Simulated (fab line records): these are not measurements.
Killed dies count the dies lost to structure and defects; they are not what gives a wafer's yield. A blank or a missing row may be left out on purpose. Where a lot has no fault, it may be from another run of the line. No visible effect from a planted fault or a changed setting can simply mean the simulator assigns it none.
fab line records ; flow n5_finfet
[record] lots = 11; wafers = 32; last_day = 18
route steps=1938 shown TV_OPEN@1887 PASSIVATION@1906
lots with no fault: from the same line, run without faults
start_h: the number of hours between the record's first day and the start of the first shown wafer of the lot ; wait_h: how many hours have passed since the lot's step before this one ; " identical to the entry in the row above ; L1.1+2: a row that stands for several wafers ; - no value, or no start given ; * or withheld: withheld ; < > ~ a bound
route shown NAME@n: a module of which the file shows steps, and the number in the route of the first ; usual: mean/standard deviation taken from wafers without a fault ; same: alike in all rows ; chamber/n: place in a boat ; sites: readings site by site ; _std_site: the values' standard deviation ; _edge_site: inner sites' mean taken away from outer sites' mean ; radius_mm: how far each site lies from the wafer's centre ; mask NAME#n: copy n ; behind: tool/chamber where the wafer was last shaped ; hold: cause of the lot's hold/its duration in hours/its outcome ; device: names the non-switching transistor (n, p or np) ; end of line: the route-end tests of the same wafers ; step lacking rows: just its recipe ; killed: the dies lost at the first sort to structure and to defects; this is not the yield of the wafer ; map: a wafer's dies, x killed, . not, _ none there
set.NAME: the setting the step ran with; set.NAME@STEP: the setting that earlier step ran with ; model.NAME: the simulator's own value behind a step, which no gauge read
steps of the route over a sample of lots; a table a step, a row a wafer
services: from which hour (start_h, from the record's first day; less than 0 if before it) a tool's chamber was out of use, for how many hours, and why
[[steps]]
[step N5_PASSIVATION_PASS_ETCH_74]
[recipe] chemistry = CF4/O2; target = SiNx; target_depth_a = 2200; time_s = 110; ion_energy_ev = 100; pressure_mtorr = 40; source_w = 535; bias_w = 49; Ar_flow_sccm = 100; cf4_flow_sccm = 100; O2_flow_sccm = 10
[usual] cf4_flow_sccm = 100.00/0.29; drypump_motor_current_A = 5.6/0.44; oes_product_au = 0.78/0.082; rf_vpp_V = 240.2/2.7; showerhead_plenum_p_Torr = 2.18/0.061; throttle_valve_pct = 16.08/0.23
lot.wafer;tool;chamber;start_h;wait_h;cf4_flow_sccm;drypump_motor_current_A;oes_product_au;rf_hours_counter_h;rf_vpp_V;showerhead_plenum_p_Torr;throttle_valve_pct
L664.2;rie_diel-05;3;258.01;0.0;99.68;5.6;0.81;111;239.3;2.13;15.78
L664.3;rie_diel-05;1;258.01;0.0;99.54;5.5;0.70;210;242.6;2.10;16.17
L664.6;rie_diel-05;2;258.01;0.0;99.93;5.1;0.84;-;238.6;2.23;15.93
L668.1;rie_diel-05;0;273.40;0.0;100.22;6.0;0.69;223;240.4;2.27;16.47
L668.5;rie_diel-05;3;273.40;0.0;100.80;5.6;0.80;-;239.5;2.13;15.80
L670.1;rie_diel-04;3;282.36;0.0;100.30;5.1;0.73;177;236.6;2.20;16.33
L670.3;rie_diel-04;2;282.36;0.0;99.90;6.5;0.89;36;238.9;2.14;16.08
L670.5;rie_diel-04;3;282.36;0.0;100.13;5.1;0.74;-;237.3;2.20;16.33
L674.2;rie_diel-05;0;327.03;0.0;100.31;6.0;0.68;241;242.0;2.26;16.49
L674.5;rie_diel-05;3;327.03;0.0;99.78;5.6;0.79;-;239.8;2.13;15.84
L674.6;rie_diel-05;2;327.03;0.0;100.08;5.1;0.81;-;239.3;2.22;15.96
L681.1;rie_diel-05;0;349.02;0.0;99.86;6.0;0.67;247;242.5;2.26;16.50
L681.4;rie_diel-05;1;349.02;0.0;99.78;5.5;0.67;238;243.6;2.09;16.22
L681.5;rie_diel-05;1;349.02;0.0;99.79;5.5;0.67;-;241.9;2.09;16.23
L683.2;rie_diel-04;3;363.75;0.0;99.96;5.1;0.72;199;236.2;2.19;16.38
L683.3;rie_diel-04;2;363.75;0.0;99.79;6.6;0.86;58;236.2;2.14;16.13
L683.4;rie_diel-04;3;363.75;0.0;100.29;5.1;0.72;-;236.8;2.19;16.39
L682.4;rie_diel-04;3;373.42;0.0;99.60;5.1;0.72;-;236.7;2.19;16.38
L682.5;rie_diel-04;2;373.42;0.0;99.78;6.5;0.85;-;237.5;2.14;16.12
L682.6;rie_diel-04;0;373.42;0.0;100.01;5.6;0.77;-;239.8;2.13;16.10
L684.1;rie_diel-04;3;380.85;0.0;99.67;5.1;0.71;206;238.0;2.19;16.39
L684.4;rie_diel-04;2;380.85;0.0;100.31;6.5;0.84;64;237.5;2.13;16.13
L684.5;rie_diel-04;3;380.85;0.0;100.13;5.1;0.71;-;238.1;2.19;16.37
L685.2;rie_diel-05;1;399.20;0.0;100.03;5.5;0.67;253;242.1;2.08;16.25
L685.4;rie_diel-05;3;399.20;0.0;100.15;5.7;0.76;157;240.1;2.12;15.87
L685.6;rie_diel-05;2;399.20;0.0;100.24;5.1;0.79;-;238.2;2.21;16.01
L686.1;rie_diel-04;3;414.99;0.0;100.38;5.1;0.72;216;236.3;2.19;16.41
L686.5;rie_diel-04;3;414.99;0.0;99.87;5.1;0.71;-;236.7;2.19;16.42
L686.6;rie_diel-04;0;414.99;0.0;99.73;5.6;0.76;-;240.3;2.13;16.13
L687.1;rie_diel-05;2;415.12;0.1;100.25;5.1;0.77;123;238.7;2.21;16.01
L687.3;rie_diel-05;0;415.12;0.1;100.05;6.0;0.95;-;242.4;2.25;16.05
L687.5;rie_diel-05;2;415.12;0.1;100.44;5.1;0.78;-;237.5;2.21;16.02
[step N5_PASSIVATION_ETCH_15]
[recipe] chemistry = CF4/N2; target = SiCN; target_depth_a = 750; taper_deg = 2; time_s = 81.2; ion_energy_ev = 150; mask_material = SiNx; pressure_mtorr = 40; source_w = 430; bias_w = 70; Ar_flow_sccm = 100; cf4_flow_sccm = 60; n2_flow_sccm = 60
[usual] cf4_flow_sccm = 60.01/0.18; drypump_motor_current_A = 5.6/0.44; n2_flow_sccm = 60.01/0.2; oes_product_au = 0.78/0.082; rf_vpp_V = 381.7/1.8; showerhead_plenum_p_Torr = 2.18/0.062; throttle_valve_pct = 15.53/0.24
lot.wafer;tool;chamber;start_h;wait_h;cf4_flow_sccm;drypump_motor_current_A;n2_flow_sccm;oes_product_au;rf_hours_counter_h;rf_vpp_V;showerhead_plenum_p_Torr;throttle_valve_pct
L664.2;rie_diel-05;3;-;-;60.29;5.7;60.19;0.81;111;378.7;2.13;15.24
L664.3;rie_diel-05;1;-;-;60.11;5.5;59.97;0.70;210;378.7;2.10;15.64
L664.6;rie_diel-05;2;-;-;60.29;5.1;60.09;0.84;-;382.9;2.23;15.35
L668.1;rie_diel-05;0;-;-;60.08;6.0;60.12;0.69;223;384.5;2.27;15.92
L668.5;rie_diel-05;3;-;-;60.07;5.7;60.37;0.80;-;381.0;2.13;15.24
L670.1;rie_diel-04;3;-;-;60.11;5.1;59.86;0.74;177;383.0;2.20;15.80
L670.3;rie_diel-04;2;-;-;60.17;6.5;60.08;0.89;36;381.0;2.14;15.51
L670.5;rie_diel-04;3;-;-;60.14;5.1;60.02;0.74;-;382.4;2.20;15.80
L674.2;rie_diel-05;0;-;-;59.85;6.0;60.16;0.68;241;382.9;2.26;15.97
L674.5;rie_diel-05;3;-;-;59.91;5.7;59.56;0.78;-;379.8;2.12;15.27
L674.6;rie_diel-05;2;-;-;60.08;5.1;60.15;0.82;-;384.5;2.22;15.41
L681.1;rie_diel-05;0;-;-;59.63;6.0;60.19;0.67;247;382.5;2.26;15.99
L681.4;rie_diel-05;1;-;-;60.03;5.5;59.74;0.67;239;380.0;2.09;15.70
L681.5;rie_diel-05;1;-;-;59.94;5.5;59.76;0.67;-;379.2;2.09;15.67
L683.2;rie_diel-04;3;-;-;59.78;5.1;60.10;0.72;200;381.9;2.19;15.83
L683.3;rie_diel-04;2;-;-;60.12;6.5;59.75;0.86;58;379.7;2.14;15.55
L683.4;rie_diel-04;3;-;-;60.21;5.1;60.15;0.72;-;383.5;2.19;15.86
L682.4;rie_diel-04;3;-;-;60.01;5.1;59.83;0.72;-;383.6;2.19;15.86
L682.5;rie_diel-04;2;-;-;59.71;6.6;60.34;0.86;-;381.2;2.13;15.56
L682.6;rie_diel-04;0;-;-;60.02;5.6;59.86;0.76;-;379.6;2.13;15.56
L684.1;rie_diel-04;3;-;-;60.24;5.1;60.13;0.72;206;381.8;2.19;15.85
L684.4;rie_diel-04;2;-;-;59.88;6.5;60.11;0.85;65;381.2;2.13;15.57
L684.5;rie_diel-04;3;-;-;59.92;5.1;59.69;0.72;-;382.8;2.19;15.84
L685.2;rie_diel-05;1;-;-;60.15;5.5;59.91;0.66;253;378.0;2.08;15.70
L685.4;rie_diel-05;3;-;-;60.04;5.6;59.85;0.76;157;380.3;2.12;15.31
L685.6;rie_diel-05;2;-;-;60.11;5.1;59.99;0.79;-;381.9;2.21;15.46
L686.1;rie_diel-04;3;-;-;60.04;5.1;60.03;0.72;217;380.7;2.19;15.87
L686.5;rie_diel-04;3;-;-;59.95;5.1;59.66;0.71;-;382.7;2.19;15.88
L686.6;rie_diel-04;0;-;-;59.65;5.6;60.05;0.76;-;380.1;2.13;15.58
L687.1;rie_diel-05;2;-;-;59.95;5.1;59.76;0.78;123;381.9;2.21;15.47
L687.3;rie_diel-05;0;-;-;60.15;6.0;59.59;0.95;-;383.9;2.25;15.51
L687.5;rie_diel-05;2;-;-;59.87;5.1;60.13;0.77;-;383.8;2.21;15.45
[step N5_PASSIVATION_OVL_MEAS_63]
[recipe] points_per_wafer = 44
[usual] PAD_OVL = -2/4.8
lot.wafer;tool;chamber;start_h;wait_h;PAD_OVL[nm]
L664.2;overlay-01;0;259.36;0.0;2
L664.3;overlay-01;0;259.36;0.0;5
L664.6;overlay-01;0;259.36;0.0;0
L668.1;overlay-01;0;276.10;0.0;-1
L668.5;overlay-01;0;276.10;0.0;-8
L670.1;overlay-01;0;284.10;0.0;-2
L670.3;overlay-01;0;284.10;0.0;3
L670.5;overlay-01;0;284.10;0.0;2
L674.2;overlay-02;0;328.49;0.0;-5
L674.5;overlay-02;0;328.49;0.0;-9
L674.6;overlay-02;0;328.49;0.0;-4
L681.1;overlay-01;0;350.25;0.0;-3
L681.4;overlay-01;0;350.25;0.0;-1
L681.5;overlay-01;0;350.25;0.0;-2
L683.2;overlay-01;0;364.94;0.0;1
L683.3;overlay-01;0;364.94;0.0;-1
L683.4;overlay-01;0;364.94;0.0;-5
L682.4;overlay-02;0;374.89;0.0;1
L682.5;overlay-02;0;374.89;0.0;2
L682.6;overlay-02;0;374.89;0.0;3
L684.1;overlay-01;0;382.89;0.0;-9
L684.4;overlay-01;0;382.89;0.0;-1
L684.5;overlay-01;0;382.89;0.0;-10
L685.2;overlay-02;0;400.85;0.0;2
L685.4;overlay-02;0;400.85;0.0;-4
L685.6;overlay-02;0;400.85;0.0;-1
L686.1;overlay-02;0;417.02;0.0;1
L686.5;overlay-02;0;417.02;0.0;3
L686.6;overlay-02;0;417.02;0.0;9
L687.1;overlay-01;0;417.36;0.0;4
L687.3;overlay-01;0;417.36;0.0;2
L687.5;overlay-01;0;417.36;0.0;3
[step N5_PASSIVATION_PECVD_53]
[recipe] material = SiO2; target_thk_a = 8000; temp_c = 400; precursor = TEOS/O2; pressure_torr = 6.5; rf_w = withheld; teos_flow_sccm = withheld; gas = O2; flow_sccm = 2650; time_s = 169.4
[usual] run_length_s = 197.0/0.73
lot.wafer;tool;chamber;start_h;wait_h;run_length_s
L664.2;pecvd-02;2;260.53;0.0;196.4
L664.3;pecvd-02;0;260.53;0.0;196.9
L664.6;pecvd-02;0;260.53;0.0;195.9
L668.1;pecvd-04;1;278.03;0.0;196.0
L668.5;pecvd-04;0;278.03;0.0;157.0
L670.1;pecvd-04;1;285.27;0.0;196.2
L670.3;pecvd-04;2;285.27;0.0;197.2
L670.5;pecvd-04;2;285.27;0.0;156.7
L674.2;pecvd-01;1;329.83;0.0;197.6
L674.5;pecvd-01;1;329.83;0.0;198.0
L674.6;pecvd-01;0;329.83;0.0;197.9
L681.1;pecvd-02;2;352.48;0.0;196.6
L681.4;pecvd-02;0;352.48;0.0;197.1
L681.5;pecvd-02;2;352.48;0.0;197.3
L683.2;pecvd-04;1;366.23;0.0;196.3
L683.3;pecvd-04;0;366.23;0.0;197.3
L683.4;pecvd-04;1;366.23;0.0;196.2
L682.4;pecvd-04;1;376.11;0.1;196.6
L682.5;pecvd-04;0;376.11;0.1;197.6
L682.6;pecvd-04;2;376.11;0.1;197.5
L684.1;pecvd-04;1;384.06;0.0;196.3
L684.4;pecvd-04;2;384.06;0.0;196.8
L684.5;pecvd-04;0;384.06;0.0;198.1
L685.2;pecvd-04;1;402.11;0.0;196.5
L685.4;pecvd-04;2;402.11;0.0;196.8
L685.6;pecvd-04;1;402.11;0.0;196.3
L686.1;pecvd-04;2;418.18;0.0;196.8
L686.5;pecvd-04;2;418.18;0.0;197.5
L686.6;pecvd-04;0;418.18;0.0;197.8
L687.1;pecvd-04;1;418.56;0.0;196.8
L687.3;pecvd-04;2;418.56;0.0;196.9
L687.5;pecvd-04;0;418.56;0.0;198.3
[[services]]
tool;chamber;start_h;hours;kind
pecvd-04;2;234.50;16.5;scheduled_down
rie_diel-04;1;244.83;-;clean
rie_diel-04;1;244.83;-;consumable_replace:focus_ring
rie_diel-04;1;244.83;22.6;scheduled_down
rie_diel-04;1;244.83;22.6;vent_cycle
pecvd-01;0;249.50;5.5;scheduled_down
rie_diel-04;-;284.96;14.6;pm
pecvd-02;2;286.00;2.1;scheduled_down
pecvd-01;-;296.54;5.5;pm
rie_diel-04;1;335.55;41.2;repair
pecvd-01;1;337.81;2.1;scheduled_down
pecvd-01;0;346.79;4.9;repair
rie_diel-05;0;361.04;-;clean
rie_diel-05;0;361.04;-;consumable_replace:focus_ring
rie_diel-05;0;361.04;27.7;scheduled_down
rie_diel-05;0;361.04;27.7;vent_cycle
rie_diel-05;1;370.95;7.8;repair
pecvd-01;-;376.08;1.3;repair
rie_diel-05;1;399.82;1.3;repair
rie_diel-05;1;401.13;-;clean
rie_diel-05;1;401.13;-;consumable_replace:focus_ring
rie_diel-05;1;401.13;-;consumable_replace:showerhead
rie_diel-05;3;406.85;8.6;repair
pecvd-02;0;416.69;2.1;scheduled_down
[[key]]
[first_sign] step = N5_PASSIVATION_PECVD_53; reading = run_length_s; direction = down; sigmas = 55; usual = *; struck = *
effect none on later readings
met_at N5_PASSIVATION_PECVD_53
struck_lots L668,L670
struck_wafers L668.5,L670.5
not_acting_at N5_PASSIVATION_PASS_ETCH_74,N5_PASSIVATION_ETCH_15,N5_PASSIVATION_OVL_MEAS_63
[fault] kind = process_parameter_drift; tool = pecvd-04; chamber = -; onset_h = 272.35; steps = N5_PASSIVATION_PECVD_53; channel = time_s; offset = *; shape = step; end_h = 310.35; scope = struck_wafers_only; acts_in = *; stated = *
